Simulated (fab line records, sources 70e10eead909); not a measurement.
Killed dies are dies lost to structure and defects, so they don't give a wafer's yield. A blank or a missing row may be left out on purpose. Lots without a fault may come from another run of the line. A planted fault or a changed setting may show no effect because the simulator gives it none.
Chamber matching | flow nand_harc | NHARC_A_STAIRCASE_DESCUM_270 on rie_diel-07: 4 sister chambers
The step chemistry O2, time 3 s. 4 wafers are shown with their chamber, then 11 later ones without.

WAFERS WITH THEIR CHAMBER
wafer  | chamber | drypump_motor_current_A (A)
L074.3 | 2       | 5.9
L088.2 | 1       | 5.7
L088.5 | 0       | 6.1
L087.2 | 3       | 6.2

WAFERS WITHOUT THEIR CHAMBER
wafer  | drypump_motor_current_A (A)
L087.5 | 6.2
L087.6 | 6.1
L091.2 | 6.1
L091.4 | 6.1
L091.5 | 5.7
L094.1 | 5.7
L094.2 | 6.0
L094.4 | 6.1
L097.2 | 6.1
L097.4 | 6.1
L097.6 | 6.1

WHICH CHAMBER EACH WENT THROUGH
wafer  | from the rows above     | in truth
L087.5 | 3                       | 3
L087.6 | 0                       | 0
L091.2 | 0                       | 0
L091.4 | 0                       | 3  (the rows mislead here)
L091.5 | 1                       | 1
L094.1 | 1                       | 1
L094.2 | can't be placed: 0 or 2 | 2
L094.4 | 0                       | 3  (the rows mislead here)
L097.2 | 0                       | 0
L097.4 | 0                       | 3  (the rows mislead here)
L097.6 | 0                       | 0
Placed correctly: 7 of 11. Can't be placed from these rows: 1 (the true chamber is among the candidates in 1). Placed wrongly: 3.
How it was worked out, from the rows above alone: a wafer's distance from a chamber is the root of the sum, over the readings, of the square of ((its reading less the chamber's mean) divided by the reading's scatter). The wafer belongs to the nearest chamber; if the next one is less than 2 further off, it can't be placed. A chamber's mean is the mean of its shown wafers. The scatter: with one shown wafer a chamber, the root of the mean of the squares of how far each hidden wafer lies from its nearest shown one.
